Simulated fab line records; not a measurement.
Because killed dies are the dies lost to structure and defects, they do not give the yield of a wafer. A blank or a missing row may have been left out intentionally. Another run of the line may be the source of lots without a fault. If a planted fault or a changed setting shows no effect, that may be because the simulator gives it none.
Matching of chambers -- flow nand_harc -- NHARC_P_GATE_ETCH_32 on rie_si-06: 4 sister chambers
The step etches the open film in HBr/Cl2, target depth 150 nm, time 100.1 s. 24 wafers are shown with their chamber, then 12 later ones without.

EACH WAFER AND ITS CHAMBER
wafer,chamber,drypump_motor_current_A (A),throttle_valve_pct (%),oes_product_au (a.u.)
L076.1,0,6.2,26.404,0.991
L076.2,2,4.9,26.408,0.998
L076.6,2,4.9,26.404,0.997
L077.1,0,6.2,26.401,0.985
L077.5,0,6.2,26.420,0.982
L077.6,3,6.1,26.405,0.994
L077.2,2,4.9,26.408,0.989
L077.3,3,6.1,26.388,0.997
L077.4,2,4.9,26.389,0.991
L079.2,0,6.2,26.418,0.998
L079.3,3,6.2,26.401,0.997
L079.4,1,6.1,26.419,1.006
L081.2,3,6.1,26.395,0.996
L081.3,0,6.2,26.393,1.009
L081.5,0,6.3,26.417,0.984
L081.1,2,4.9,26.411,0.995
L081.4,1,6.0,26.409,0.987
L081.6,1,6.1,26.399,0.982
L084.1,2,4.9,26.407,0.998
L084.2,1,6.1,26.415,0.987
L084.6,3,6.1,26.401,0.995
L088.4,3,6.1,26.404,1.005
L088.5,2,4.9,26.392,0.999
L088.6,3,6.1,26.387,0.991

SIGNATURES (means of the wafers above)
reading,chamber 0,chamber 1,chamber 2,chamber 3,scatter within a chamber
drypump_motor_current_A,6.217,6.075,4.900,6.114,0.0349
throttle_valve_pct,26.40883,26.41050,26.40271,26.39729,0.00899
oes_product_au,0.99150,0.99050,0.99529,0.99643,0.00733
Rule: for each reading, subtract the chamber's mean from the wafer's reading, divide by that reading's scatter and square the result; add these up over the readings and take the root, which gives the wafer's distance from the chamber. The wafer belongs to the nearest chamber; if the next one is less than 2 further off, it can't be placed. The scatter: the root of (the sum of the squares of (reading less its chamber's mean) over the shown wafers, divided by (wafers less chambers)).

WAFERS WITH NO CHAMBER GIVEN
wafer,drypump_motor_current_A (A),throttle_valve_pct (%),oes_product_au (a.u.)
L086.3,6.2,26.417,0.995
L086.5,4.9,26.399,0.997
L086.6,6.1,26.403,0.994
L089.1,6.3,26.411,0.990
L089.2,4.9,26.407,1.003
L089.3,6.2,26.425,1.015
L091.2,6.1,26.394,1.003
L091.5,4.9,26.391,1.002
L091.6,6.1,26.385,0.991
L094.2,6.2,26.408,1.007
L094.3,4.9,26.391,0.999
L094.6,4.9,26.407,1.001

WHICH CHAMBER EACH WENT THROUGH
wafer,from the rows above,in truth
L086.3,0,0
L086.5,2,2
L086.6,can't be placed: 3 or 1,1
L089.1,0,0
L089.2,2,2
L089.3,can't be placed: 0 or 3 or 1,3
L091.2,can't be placed: 3 or 1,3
L091.5,2,2
L091.6,can't be placed: 3 or 1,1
L094.2,can't be placed: 0 or 3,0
L094.3,2,2
L094.6,2,2
7 of 12 placed correctly. Cannot be placed on the basis of these rows: 5; the candidates contain the true chamber in 5. Number placed wrongly: 0.
